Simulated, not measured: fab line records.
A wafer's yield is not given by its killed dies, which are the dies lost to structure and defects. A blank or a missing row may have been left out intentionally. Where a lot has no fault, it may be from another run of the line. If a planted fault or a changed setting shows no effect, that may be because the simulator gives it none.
What tool caused it?	flow nand-harc	33 wafers from 11 lots sampled at 6 of the route's 1302 steps

## WHAT THE GAUGES SHOWED, per wafer
NHARC_A_CHANNEL_HOLE_D1_INSPECT_40.
lot	measured	on	raw-defect-count
L569	day 8 23:43	defect-inspect-02	106 76 97
L570	day 9 17:40	defect-inspect-02	127 127 115
L572	day 10 11:43	defect-inspect-02	76 42 48
L575	day 11 19:47	defect-inspect-02	1158 116 1151
L577	day 12 08:44	defect-inspect-02	97 129 1105
L581	day 15 03:02	defect-inspect-01	98 101 99
L583	day 15 08:08	defect-inspect-01	96 81 103
L586	day 16 13:45	defect-inspect-01	96 97 109
L587	day 16 22:52	defect-inspect-02	57 50 67
L589	day 17 23:02	defect-inspect-02	49 42 37
L591	day 18 05:07	defect-inspect-01	50 61 64

NHARC_END_SORT_01.
lot	measured	on	killed-at-array	killed-at-other	killed-at-periphery	killed-dies	killed-open	killed-short
L575	day 27 14:58	prober-01	136 72 150	3 3 0	11 7 9	150 82 159	3 2 4	2 6 4
L577	day 28 05:56	prober-01	57 66 139	0 0 0	1 2 2	58 68 141	3 1 1	2 2 4

## WHAT TOOL EACH LOT RAN ON (gives the tool, then ch and the chambers of the sampled wafers, and finally the start)
lot	NHARC_A_CHANNEL_HOLE_D1_ETCH_19	NHARC_A_CHANNEL_HOLE_D1_ETCH_33	NHARC_A_CHANNEL_HOLE_D1_XSEM_31	NHARC_A_CHANNEL_FILL_D1_ALD_14
L569	har-etch-02 ch 0, day 8 17:50	har-etch-02 ch 0, day 8 21:50	xsem-01 ch 0, day 8 23:37	ald-hk-02 ch 0,2,3, day 9 06:53
L570	har-etch-02 ch 0,1, day 9 11:58	har-etch-02 ch 0,1, day 9 15:56	xsem-02 ch 0, day 9 17:34	ald-hk-02 ch 0,1,3, day 10 00:54
L572	har-etch-01 ch 0, day 10 06:02	har-etch-01 ch 0, day 10 10:01	xsem-01 ch 0, day 10 11:37	ald-hk-03 ch 1,2,3, day 10 19:00
L575	har-etch-02 ch 0,1, day 11 14:07	har-etch-02 ch 0,1, day 11 18:04	xsem-01 ch 0, day 11 19:41	ald-hk-04 ch 0,1,2, day 12 02:55
L577	har-etch-02 ch 0,1, day 12 03:05	har-etch-02 ch 0,1, day 12 07:05	xsem-02 ch 0, day 12 08:38	ald-hk-03 ch 0,1,2, day 12 16:02
L581	har-etch-02 ch 0,1, day 14 21:19	har-etch-02 ch 0,1, day 15 01:17	xsem-02 ch 0, day 15 02:56	ald-hk-04 ch 0,1,2, day 15 10:13
L583	har-etch-02 ch 0,1, day 15 02:26	har-etch-02 ch 0,1, day 15 06:26	xsem-02 ch 0, day 15 08:02	ald-hk-02 ch 0,1,3, day 15 15:26
L586	har-etch-02 ch 0,1, day 16 07:57	har-etch-02 ch 0,1, day 16 11:57	xsem-02 ch 0, day 16 13:39	ald-hk-04 ch 0,1,3, day 16 22:01
L587	har-etch-01 ch 0,1, day 16 17:11	har-etch-01 ch 0,1, day 16 21:11	xsem-02 ch 0, day 16 22:46	ald-hk-02 ch 0,1, day 17 04:58
L589	har-etch-02 ch 0,1, day 17 17:22	har-etch-02 ch 0,1, day 17 21:22	xsem-02 ch 0, day 17 22:57	ald-hk-02 ch 0,1,3, day 18 06:23
L591	har-etch-01 ch 0, day 17 23:13	har-etch-01 ch 0, day 18 03:13	xsem-02 ch 0, day 18 05:02	ald-hk-04 ch 0,3, day 18 13:40
- NHARC_A_CHANNEL_HOLE_D1_ETCH_19: etches the open film in C4F8/O2/Ar, time 34.5 s.
- NHARC_A_CHANNEL_HOLE_D1_ETCH_33: etches the open film in C4F8/O2/Ar, time 90 s, target depth 400 nm.
- NHARC_A_CHANNEL_HOLE_D1_XSEM_31
- NHARC_A_CHANNEL_FILL_D1_ALD_14: deposits SiO2, target thk 2.5 nm, pulse time 10 s, ald cycles 25.

## WHAT THE TOOLS THEMSELVES READ (means of the sampled wafers that have a number; where no wafer has one, the mark that the record gives instead)
NHARC_A_CHANNEL_HOLE_D1_ETCH_19.
lot	tool	c4f8-flow-sccm (sccm)	drypump-motor-current-A (A)	rf-fwd-power-W (W)	showerhead-plenum-p-Torr (Torr)	throttle-valve-pct (%)
L569	har-etch-02	28.87	5.9	2440	3.82	37.044
L570	har-etch-02	28.72	5.2	2453	3.66	37.032
L572	har-etch-01	28.82	5.3	2457	3.58	37.046
L575	har-etch-02	28.85	5.2	2443	3.64	37.044
L577	har-etch-02	28.79	5.6	2446	3.71	37.046
L581	har-etch-02	28.81	5.6	2436	3.69	37.046
L583	har-etch-02	28.70	5.6	2440	3.69	37.038
L586	har-etch-02	28.91	5.2	2446	3.60	37.045
L587	har-etch-01	28.85	5.7	2450	3.65	37.045
L589	har-etch-02	28.80	5.2	2440	3.90	37.039
L591	har-etch-01	28.87	5.3	2462	3.52	37.040

NHARC_A_CHANNEL_HOLE_D1_ETCH_33.
lot	tool	c4f8-flow-sccm (sccm)	drypump-motor-current-A (A)	rf-fwd-power-W (W)	showerhead-plenum-p-Torr (Torr)	throttle-valve-pct (%)
L569	har-etch-02	41.72	5.9	1980	3.81	27.620
L570	har-etch-02	41.87	5.2	1985	3.65	27.624
L572	har-etch-01	41.65	5.3	1986	3.58	27.621
L575	har-etch-02	41.74	5.2	1991	3.63	27.626
L577	har-etch-02	41.66	5.6	1984	3.70	27.620
L581	har-etch-02	41.78	5.6	1989	3.68	27.616
L583	har-etch-02	41.81	5.6	1989	3.68	27.620
L586	har-etch-02	41.71	5.2	1988	3.60	27.625
L587	har-etch-01	41.63	5.7	1991	3.65	27.623
L589	har-etch-02	41.64	5.3	1992	3.90	27.621
L591	har-etch-01	41.67	5.3	1995	3.52	27.610

NHARC_A_CHANNEL_HOLE_D1_XSEM_31.
lot	tool	bot-cd-nm (nm)	bow-nm (nm)	tilt-deg (degrees)
L569	xsem-01	77.6	8.41	0.11
L570	xsem-02	76.6	8.50	0.04
L572	xsem-01	74.3	8.47	0.03
L575	xsem-01	73.4	8.29	0.09
L577	xsem-02	75.4	9.16	0.07
L581	xsem-02	77.5	8.22	0.01
L583	xsem-02	76.4	8.76	0.03
L586	xsem-02	76.7	9.07	0.04
L587	xsem-02	75.1	8.62	0.12
L589	xsem-02	75.4	8.55	0.08
L591	xsem-02	74.4	8.67	0.08

NHARC_A_CHANNEL_FILL_D1_ALD_14.
lot	tool	heater-power-w (W)	precursor-pulse-height-rel
L569	ald-hk-02	508	1.014
L570	ald-hk-02	464	1.024
L572	ald-hk-03	478	0.995
L575	ald-hk-04	444	1.021
L577	ald-hk-03	448	1.021
L581	ald-hk-04	440	1.024
L583	ald-hk-02	468	1.003
L586	ald-hk-04	475	1.019
L587	ald-hk-02	422	1.011
L589	ald-hk-02	448	0.999
L591	ald-hk-04	490	1.017

## THE ANSWER, worked out from the rows above alone
Rule: the lots themselves supply what counts as usual. The widest of any qualifying gaps counts: lots, ordered by their means at a reading, are off when they make up no more than a third of the lots, leave a main group of 4 or more, and stand apart from it by 3 or more times the standard deviation of that group's means. A main group is skipped when, at the precision printed for the reading in the tables above, its means are all equal. Also off: a lot with no number at a reading for which 4 or more lots have one. Any other lot the step has rows for is counted as sound. Order of review: gauges by route order, followed by the tools' own readings, for which a lot's mean as printed above is used. At the first step where some lot is off, the reading lying furthest off is the one used; lots without a number count as furthest.
Off: L575, L577 (NHARC_A_CHANNEL_HOLE_D1_INSPECT_40, raw-defect-count). Main group: mean 80, sd 26.
If a tool, at a process step before that reading, ran all the lots that are off and no sound lot after the first of them, it fits. Those tools and the gauges at NHARC_A_CHANNEL_HOLE_D1_INSPECT_40 are tried in the same way. No candidate that was tried fits.

## WHAT HAD BEEN PUT IN BY THE SIMULATOR
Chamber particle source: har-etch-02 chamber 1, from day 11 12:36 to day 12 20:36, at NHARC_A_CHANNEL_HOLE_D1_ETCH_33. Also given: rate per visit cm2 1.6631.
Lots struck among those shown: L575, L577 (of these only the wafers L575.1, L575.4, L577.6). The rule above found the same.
